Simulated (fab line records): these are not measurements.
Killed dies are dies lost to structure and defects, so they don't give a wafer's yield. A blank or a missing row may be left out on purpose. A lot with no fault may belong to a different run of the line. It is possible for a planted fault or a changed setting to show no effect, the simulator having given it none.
fab line records	flow n5-finfet	part 2 of 2: steps 5 to 6 of 6
[record] lots = 24	wafers = 72	last-day = 17
route steps=1938 shown MOL_CONTACT_COAG@537
lots with no fault: from the same line, run without faults
start-h: the number of hours between the record's first day and the start of the first shown wafer of the lot	wait-h: time in hours since the lot's previous step	" repeats the value in the row above	L1.1+2: a row that stands for several wafers	- no value present, or no start provided	* or withheld: withheld	< > ~ a bound
route shown NAME@n: NAME is a module with steps in the file, n the number in the route of the first one	usual: mean and standard deviation over wafers with no fault	same: alike in all rows	chamber/n: place in a boat	sites: per-site readings	_std_site: their standard deviation	_edge_site: inner sites' mean taken away from outer sites' mean	radius-mm: for every site, how far away it sits from the centre of the wafer	mask NAME#n: copy n	behind: the tool/chamber that last shaped the wafer	hold: why the lot went on hold/how many hours it stayed there/how the hold came to an end	device: names the non-switching transistor (n, p or np)	end of line: at the end of the route, the tests of the same wafers	step lacking rows: just its recipe	killed: dies that structure and defects cost at the first sort, which is not the same as the wafer's yield	map: shows each die of a wafer: x if killed, . if not, _ if none is there
set.NAME: the setting the step ran with; set.NAME@STEP: the setting that earlier step ran with	model.NAME: the simulator's own value behind a step, which no gauge read
a sample of lots followed through the steps of the route, with each step as a table and each wafer as a row
services: when a tool's chamber went out of use (start-h, in hours from the record's first day, below 0 if earlier), for how many hours, and the reason
[[steps]]
[step N5_MOL_CONTACT_COAG_STRIP_96]
[recipe] chemistry = N2/H2	power-w = 500	temp-c = 40	pressure-mtorr = 50	rf-frequency-hz = 6e+07	overash-fraction = 0.3	bias-power-w = 28	h2-frac = 0.5	n2-flow-sccm = 300	h2-flow-sccm = 300
[usual] drypump-motor-current-A = 5.8/0.55	oes-product-au = 0.78/0.078	rf-vpp-V = 121.9/1.3	showerhead-plenum-p-Torr = 3.36/0.11	throttle-valve-pct = 19.1/0.37
lot.wafer	tool	chamber	start-h	wait-h	drypump-motor-current-A	oes-product-au	rf-hours-counter-h	rf-vpp-V	showerhead-plenum-p-Torr	throttle-valve-pct
L074.2	rie-diel-04	1	98.62	0.0	6.0	0.67	240	122.1	3.31	19.1
L074.5	"	1	"	"	5.9	0.68	-	122.5	3.31	19.1
L074.6	"	2	"	"	5.9	0.89	-	120.5	3.29	19.0
L075.3	rie-diel-02	3	108.48	0.0	5.1	0.69	199	120.9	3.34	19.8
L075.4	"	2	"	"	6.5	0.85	72	121.7	3.40	19.0
L075.5	"	2	"	"	6.5	0.85	-	122.8	3.40	19.0
L076.2	rie-diel-06	3	111.25	0.0	4.9	0.84	67	123.8	3.41	19.4
L076.4	"	1	"	"	5.8	0.78	118	123.5	3.51	19.4
L076.6	"	1	"	"	5.7	0.78	-	123.8	3.51	19.3
L077.1	rie-diel-04	0	115.78	0.0	6.6	0.70	223	122.0	3.31	18.8
L077.3	"	3	"	"	6.0	0.89	31	121.1	3.56	18.8
L077.5	"	3	"	"	6.0	0.89	-	125.1	3.56	18.8
L078.1	rie-diel-04	2	128.33	0.0	5.9	0.86	48	119.8	3.28	19.0
L078.3	"	0	"	"	6.6	0.69	229	123.0	3.31	18.8
L078.6	"	3	"	"	6.1	0.87	-	123.7	3.56	18.8
L079.1	rie-diel-06	1	133.44	0.0	5.7	0.76	124	120.5	3.51	19.4
L079.4	"	2	"	"	6.0	0.75	141	122.8	3.23	18.6
L079.6	"	1	"	"	5.7	0.77	-	123.7	3.51	19.4
L080.1	rie-diel-04	1	133.92	0.0	6.0	0.67	246	121.4	3.31	19.1
L080.3	"	2	"	"	5.9	0.86	50	120.4	3.28	19.0
L080.6	"	2	"	"	5.9	0.87	-	119.3	3.28	19.0
L081.1	rie-diel-02	0	139.28	0.0	5.3	0.91	16	123.7	3.30	19.0
L081.4	"	3	"	"	5.1	0.68	-	121.2	3.34	19.8
L081.6	"	1	"	"	5.5	0.71	-	122.1	3.48	19.3
L082.1	rie-diel-02	1	146.47	0.0	5.5	0.70	204	124.1	3.48	19.3
L082.4	"	2	"	"	6.5	0.85	76	123.2	3.40	19.0
L082.6	"	0	"	"	5.2	0.92	-	118.9	3.30	19.0
L083.1	rie-diel-06	2	149.13	0.0	5.9	0.74	146	121.9	3.23	18.6
L083.2	"	3	"	"	4.9	0.83	79	121.5	3.40	19.4
L083.4	"	0	"	"	6.8	0.79	102	121.8	3.25	18.5
L084.3	rie-diel-06	2	158.91	0.0	6.0	0.73	149	121.6	3.22	18.6
L084.5	"	2	"	"	6.0	0.73	-	121.7	3.22	18.6
L084.6	"	3	"	"	4.9	0.81	-	120.4	3.40	19.4
L085.2	rie-diel-04	3	168.56	0.0	6.0	0.85	54	121.9	3.55	18.8
L085.4	"	0	"	"	6.5	0.69	-	121.2	3.30	18.8
L085.6	"	3	"	"	6.0	0.85	-	124.5	3.55	18.8
L086.1	rie-diel-06	2	169.10	0.0	6.0	0.72	154	120.4	3.22	18.6
L086.2	"	0	"	"	6.9	0.78	105	121.5	3.25	18.5
L086.4	"	1	"	"	5.7	0.75	138	123.4	3.50	19.4
L087.2	rie-diel-06	2	176.88	0.0	6.0	0.73	157	119.0	3.22	18.6
L087.5	"	3	"	"	4.9	0.80	-	122.4	3.40	19.4
L087.6	"	2	"	"	5.9	0.72	-	120.4	3.22	18.6
L088.2	rie-diel-06	0	191.87	0.0	6.8	0.79	113	119.7	3.25	18.5
L088.3	"	3	"	"	4.9	0.81	97	123.3	3.39	19.4
L088.5	"	3	"	"	4.9	0.80	-	122.6	3.39	19.4
L089.2	rie-diel-04	1	192.19	0.0	5.9	0.95	7	121.6	3.30	18.7
L089.3	"	3	"	"	6.0	0.84	63	122.0	3.55	18.8
L089.6	"	2	"	"	5.9	0.82	-	122.8	3.27	19.0
L090.1	rie-diel-04	3	197.73	0.0	6.0	0.83	67	122.9	3.54	18.9
L090.3	"	1	"	"	5.9	0.95	10	121.1	3.30	18.8
L090.6	"	3	"	"	6.0	0.84	-	124.4	3.54	18.8
L091.4	rie-diel-06	1	203.21	0.0	5.7	0.74	151	124.3	3.50	19.4
L091.5	"	3	"	"	4.9	0.79	-	124.0	3.39	19.4
L091.6	"	2	"	"	5.9	0.73	-	120.5	3.22	18.7
L092.1	rie-diel-06	2	207.56	0.0	6.0	0.73	170	121.5	3.21	18.7
L092.4	"	3	"	"	4.9	0.80	105	121.9	3.39	19.5
L092.6	"	0	"	"	6.9	0.78	-	122.3	3.24	18.5
L093.1	rie-diel-02	3	215.97	0.0	5.1	0.66	237	123.5	3.32	19.9
L093.4	"	1	"	"	5.5	0.70	222	121.8	3.47	19.3
L093.5	"	1	"	"	5.5	0.69	-	123.5	3.47	19.3
L094.2	rie-diel-02	3	223.53	0.0	5.1	0.66	239	122.1	3.32	19.9
L094.3	"	2	"	"	6.5	0.81	98	122.8	3.39	19.0
L094.4	"	1	"	"	5.5	0.69	224	121.8	3.47	19.3
L095.1	rie-diel-02	0	229.47	0.0	5.3	0.87	43	120.2	3.29	19.1
L095.3	"	2	"	"	6.5	0.81	100	121.4	3.39	19.0
L095.4	"	3	"	"	5.1	0.66	242	123.0	3.32	19.9
L096.2	rie-diel-06	2	234.67	0.0	5.9	0.71	179	120.7	3.21	18.7
L096.3	"	1	"	"	5.7	0.73	163	123.9	3.49	19.4
L096.6	"	2	"	"	5.9	0.71	-	120.1	3.21	18.6
L097.1	rie-diel-02	0	238.44	0.0	5.3	0.85	46	121.8	3.29	19.1
L097.4	"	2	"	"	6.5	0.81	104	122.3	3.39	19.0
L097.5	"	1	"	"	5.5	0.69	-	124.1	3.46	19.3
[step N5_MOL_CONTACT_COAG_OVL_MEAS_41]
[recipe] points-per-wafer = 522
[usual] VD_OVL = -0.1/0.6
lot.wafer	tool	chamber	start-h	wait-h	VD_OVL[nm]
L074.2	overlay-02	0	99.25	0.0	-0.3
L074.5	"	0	"	"	0.8
L074.6	"	0	"	"	-0.1
L075.3	overlay-02	0	109.24	0.0	0.1
L075.4	"	0	"	"	-0.5
L075.5	"	0	"	"	-0.4
L076.2	overlay-01	0	112.00	0.0	0.1
L076.4	"	0	"	"	0.6
L076.6	"	0	"	"	-0.1
L077.1	overlay-01	0	116.57	0.0	-0.2
L077.3	"	0	"	"	-0.1
L077.5	"	0	"	"	0.1
L078.1	overlay-02	0	129.15	0.0	0.3
L078.3	"	0	"	"	0.5
L078.6	"	0	"	"	0.1
L079.1	overlay-02	0	134.18	0.0	-0.6
L079.4	"	0	"	"	-0.3
L079.6	"	0	"	"	-0.4
L080.1	overlay-02	0	134.70	0.0	0.1
L080.3	"	0	"	"	0.3
L080.6	"	0	"	"	0.4
L081.1	overlay-02	0	140.02	0.0	0.2
L081.4	"	0	"	"	-1.0
L081.6	"	0	"	"	-1.1
L082.1	overlay-02	0	147.11	0.0	-0.1
L082.4	"	0	"	"	-0.6
L082.6	"	0	"	"	-0.9
L083.1	overlay-01	0	149.75	0.0	0.7
L083.2	"	0	"	"	0.5
L083.4	"	0	"	"	-0.7
L084.3	overlay-01	0	159.54	0.0	-1.0
L084.5	"	0	"	"	-0.9
L084.6	"	0	"	"	-0.1
L085.2	overlay-01	0	169.31	0.0	-0.3
L085.4	"	0	"	"	-0.2
L085.6	"	0	"	"	0.4
L086.1	overlay-01	0	169.73	0.0	0.5
L086.2	"	0	"	"	-0.6
L086.4	"	0	"	"	-0.1
L087.2	overlay-01	0	177.63	0.0	-0.6
L087.5	"	0	"	"	-0.7
L087.6	"	0	"	"	-0.4
L088.2	overlay-01	0	192.62	0.0	1.1
L088.3	"	0	"	"	1.2
L088.5	"	0	"	"	0.9
L089.2	overlay-01	0	192.81	0.0	0.1
L089.3	"	0	"	"	-0.2
L089.6	"	0	"	"	-0.7
L090.1	overlay-01	0	198.34	0.0	0.3
L090.3	"	0	"	"	-0.4
L090.6	"	0	"	"	0.6
L091.4	overlay-01	0	203.97	0.0	-0.4
L091.5	"	0	"	"	-0.4
L091.6	"	0	"	"	0.2
L092.1	overlay-02	0	208.31	0.0	-1.3
L092.4	"	0	"	"	-0.9
L092.6	"	0	"	"	-1.1
L093.1	overlay-02	0	216.59	0.0	-0.3
L093.4	"	0	"	"	0.1
L093.5	"	0	"	"	-0.3
L094.2	overlay-01	0	224.28	0.0	0.6
L094.3	"	0	"	"	0.0
L094.4	"	0	"	"	0.7
L095.1	overlay-02	0	230.21	0.0	-0.6
L095.3	"	0	"	"	-0.8
L095.4	"	0	"	"	-1.5
L096.2	overlay-01	0	235.29	0.0	0.2
L096.3	"	0	"	"	-0.7
L096.6	"	0	"	"	-1.0
L097.1	overlay-01	0	239.18	0.0	-1.1
L097.4	"	0	"	"	-0.4
L097.5	"	0	"	"	-0.5
[[services]]
tool	chamber	start-h	hours	kind
cmp-04	-	79.54	3.5	repair
cmp-02	-	80.47	1.9	repair
cmp-04	-	83.60	0.7	repair
rie-diel-02	0	85.26	-	clean
rie-diel-02	0	85.26	-	consumable-replace:focus-ring
rie-diel-02	0	85.26	18.9	scheduled-down
rie-diel-02	0	85.26	18.9	vent-cycle
cmp-01	-	91.89	1.9	repair
cmp-02	-	94.66	1.1	repair
rie-diel-04	0	96.47	9.4	repair
cmp-01	-	100.19	1.4	repair
cmp-01	-	106.15	4.0	pm
rie-diel-04	1	108.49	18.2	repair
cmp-02	-	113.38	1.9	repair
cmp-02	-	119.91	0.9	repair
cmp-04	-	133.41	5.1	pm
rie-diel-04	1	151.30	-	clean
rie-diel-06	2	154.30	2.7	repair
cmp-01	-	158.85	1.4	repair
cmp-02	-	162.41	1.0	repair
cmp-04	-	186.11	2.3	repair
rie-diel-02	-	187.98	14.6	pm
rie-diel-04	1	209.25	5.5	repair
rie-diel-04	0	234.06	1.5	repair
